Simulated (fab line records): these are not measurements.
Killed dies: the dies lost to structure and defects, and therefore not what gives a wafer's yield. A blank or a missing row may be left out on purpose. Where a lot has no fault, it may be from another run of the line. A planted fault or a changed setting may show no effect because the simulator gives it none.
Comparing a struck lot with a sound one / flow nand harc / 15 steps out of a route of 1302
Sound: these wafers, L174.1, L174.3, L174.6. Wafers struck: L185.3, L185.5, L185.6. The cause is given at the end.
Each step with rows lists, per side, the tool, then ch with its chambers, then its first start. Under that, the readings that differ: sound wafers / struck wafers / difference of the means / sigmas: that difference in standard deviations of wafers without a fault.
alike: a reading whose means differ by less than 2 such deviations, as well as words and numbers matching on both sides. not compared: withheld readings; readings where some wafer has no value; bounds like >300 that might hide an equal value; numbers whose values overlap and for which the record gives no deviation.
The two part at a step that has a row with sigmas, a row that says differs or no value, or rows on one side only. When numbers do not overlap yet have no deviation, they are printed without sigmas and do not part them. A reading missing from all wafers of one side parts the sides only when that side holds two or more wafers.

first, 2 steps without rows for these wafers: NHARC_A_DECK1_JOINT_ANNEAL_28 (time 1800 s); NHARC_A_DECK1_JOINT_ANNEAL_29 (time 1800 s).
NHARC_A_DECK1_JOINT_CMP_02: polishes SiOx.
  sound on cmp-01 ch 1,2, day 14 14:22; struck on cmp-03 ch 0,3, day 18 22:47
reading=motor current A (A); sound=10.2 12.7 10.2; struck=14.9 15.4 13.3; difference=+3.5; sigmas=+2
next, for these wafers, 1 step has no rows: NHARC_A_DECK1_JOINT_SRD_15.
NHARC_A_DECK1_JOINT_DEP_16: deposits SiO2, target thk 45 nm.
  sound on pecvd-03 ch 0,2, day 14 14:47; struck on pecvd-04 ch 0,2, day 18 23:13
  alike: heater power outer w, heater power w, rf fwd power W, throttle valve pct
NHARC_A_DECK1_JOINT_THK_MEAS_17: measures by ellipsometry.
  sound on film metro-02, day 14 15:04; struck on film metro-01, day 18 23:26
  alike: thk nm
NHARC_A_DECK1_JOINT_INSPECT_05:
  sound on defect inspect-01, day 14 15:05; struck on defect inspect-02, day 18 23:28
  alike: raw defect count
then NHARC_A_ONON_D2_DEP_00 (target thk 1000 nm), 1 step lacking rows for these wafers.
NHARC_A_ONON_D2_THK_MEAS_02: measures by ellipsometry.
  sound on film metro-01, day 14 15:40; struck on film metro-01, day 19 00:03
  alike: thk nm
then NHARC_A_ONON_D2_DEP_03 (target thk 1000 nm), 1 step lacking rows for these wafers.
NHARC_A_ONON_D2_THK_MEAS_05: measures by ellipsometry.
  sound on film metro-02, day 14 16:14; struck on film metro-02, day 19 00:37
  alike: thk nm
NHARC_A_ONON_D2_DEP_06: target thk 1000 nm.
  sound on pecvd onon-03 ch 0, day 14 16:17; struck on pecvd onon-02 ch 0, day 19 00:47
NHARC_A_ONON_D2_THK_MEAS_08: measures by ellipsometry.
  sound on film metro-02, day 14 16:48; struck on film metro-02, day 19 01:11
reading=thk nm (nm); sound=1000 999 999; struck=650 649 649; difference=-350; sigmas=-29
then NHARC_A_ONON_D2_DEP_09 (target thk 1000 nm), 1 step lacking rows for these wafers.
-- the record jumps here: 12 days lie between the struck wafers' starts before and after (it left off in module A_ONON_D2 and takes up again in module END, whose first step shown is number 1302 of the route) --
NHARC_END_SORT_01:
  here the record holds rows for the struck wafers (prober-02 ch 0, day 31 07:48) but none for the sound ones

== WHERE THEY PART ==
Earliest at NHARC_A_DECK1_JOINT_CMP_02; latest, in this record, at NHARC_END_SORT_01.

WHY: the cause the simulator had injected
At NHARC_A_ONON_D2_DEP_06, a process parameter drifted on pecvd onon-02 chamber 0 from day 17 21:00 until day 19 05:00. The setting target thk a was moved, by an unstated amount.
